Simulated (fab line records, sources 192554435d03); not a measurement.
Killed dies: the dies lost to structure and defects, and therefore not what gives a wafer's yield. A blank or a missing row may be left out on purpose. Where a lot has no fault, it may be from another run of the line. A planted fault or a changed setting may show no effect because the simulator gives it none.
Struck lot and sound lot, side by side | flow n5Finfet | 25 steps out of a route of 1938
Sound: wafers L527.1, L527.3, L527.5. Struck: wafers L534.1, L534.3, L534.4. At the end, the cause is stated.
For every step that has rows: the tool of each side, followed by ch and its chambers, followed by its first start. Under that, the readings that differ: sound wafers | struck wafers | difference of the means | sigmas: that difference in standard deviations of wafers without a fault.
alike: readings with means less than 2 such deviations apart, plus words and numbers identical on both sides. not compared: withheld readings, readings lacking a value on some wafer, bounds such as >300 that could conceal the same value, and numbers that have no deviation in the record and whose values overlap.
The two part at a step that has a row with sigmas, a row that says differs or no value, or rows on one side only. Non-overlapping numbers with no deviation appear without sigmas and do not part them. Lack of a reading on every wafer of one side parts them only where that side has two or more wafers.

first, 11 steps without rows for these wafers: N5_BEOL_M11_CURE_72 (cures SiCOH lowk, time 120 s); N5_BEOL_M11_DEGAS_44 (time 60 s); N5_BEOL_M11_PRE_CLEAN_45 (time 30 s); N5_BEOL_M11_ALD_74 (deposits TaN, target thk 2 nm, pulse time 2 s, purge time 3 s); N5_BEOL_M11_SURFACE_TREAT_76; N5_BEOL_M11_CVD_75 (deposits Co from CCTBA/H2, target thk 2 nm, time 138.9 s); N5_BEOL_M11_SPUTTER_48 (material Cu, target thk 12 nm, time 2 s); N5_BEOL_M11_ECD_50 (material Cu, target thk 318 nm); N5_BEOL_M11_ANNEAL_51 (time 90 s); N5_BEOL_M11_CMP_52 (polishes, stops on SiCOH lowk, t overpolish 7 s, target thk 140 nm); N5_BEOL_M11_PRE_CLEAN_55 (time 15 s).
N5_BEOL_M11_DEP_56: deposits SiCN from 3MS/NH3, target thk 30 nm, time 10.5 s.
  sound on pecvd-04 ch 0,1,2, day 12 05:25; struck on pecvd-04 ch 0,1, day 14 07:57
  alike: showerheadPlenumPTorr, showerheadVppV, throttleValvePct
N5_BEOL_M11_INSPECT_58: inspects for defects (darkfield).
  sound: defectInspect-01 at day 12 05:30; struck: defectInspect-01 at day 14 08:02
reading        | sound    | struck      | difference | sigmas
rawDefectCount | 63 83 82 | 642 640 625 | +560       | +19
then, 9 steps without rows for these wafers: N5_BEOL_M12_ILD_DEP_00 (deposits SiOC from DEMS/O2, target thk 658.92 nm, time 130.7 s); N5_BEOL_M12_COAT_58 (time 60 s, resist thk 89 nm); N5_BEOL_M12_COAT_04 (resist thk 400 nm); N5_BEOL_M12_EBR_06; N5_BEOL_M12_SOFTBAKE_05 (time 60 s); N5_BEOL_M12_EXPOSE_07 (exposes mask V11); N5_BEOL_M12_PEB_08 (peb time 90 s); N5_BEOL_M12_DEVELOP_09 (develop time 45 s); N5_BEOL_M12_HARDBAKE_14 (time 120 s).
N5_BEOL_M12_INSPECT_12: inspects for defects (macro).
  sound: defectInspect-02 at day 12 06:09; struck: defectInspect-02 at day 14 08:34
reading        | sound | struck         | difference | sigmas
rawDefectCount | 2 1 1 | >300 >300 >300 | differs    | 
then, 1 step without rows for these wafers: N5_BEOL_M12_DESCUM_15 (chemistry O2, time 7.9 s).
N5_PASSIVATION_PROBE_49:
  sound: prober-02 at day 13 20:06; struck: prober-02 at day 16 05:01
reading                 | sound          | struck         | difference | sigmas
defectLimitedYield (%)  | 89.7 91.3 91.6 | 83.7 86.4 86.4 | -5.4       | -4
killed_at_M4_up         | 13 9 14        | 122 74 75      | +78        | +14
killedDies              | 122 103 99     | 192 161 160    | +63        | +4
killedOnRim             | 5 11 16        | 23 35 25       | +17        | +4
sort_bin_5_function (%) | 5.3 5.0 4.5    | 10.4 8.6 7.6   | +3.9       | +4
sortNPass               | 1058 1077 1081 | 988 1019 1020  | -63        | -4
sortYieldPct (%)        | 89.7 91.3 91.6 | 83.7 86.4 86.4 | -5.4       | -4
  alike: killed_at_M0_to_M3, killedAtContacts, killedAtFrontEnd, killedAtOther, killedOpen, killedShort, sort_bin_6_memory

== WHERE THEY PART ==
Last at N5_PASSIVATION_PROBE_49 as far as this record goes, first at N5_BEOL_M11_INSPECT_58.

WHY: what had been put in by the simulator
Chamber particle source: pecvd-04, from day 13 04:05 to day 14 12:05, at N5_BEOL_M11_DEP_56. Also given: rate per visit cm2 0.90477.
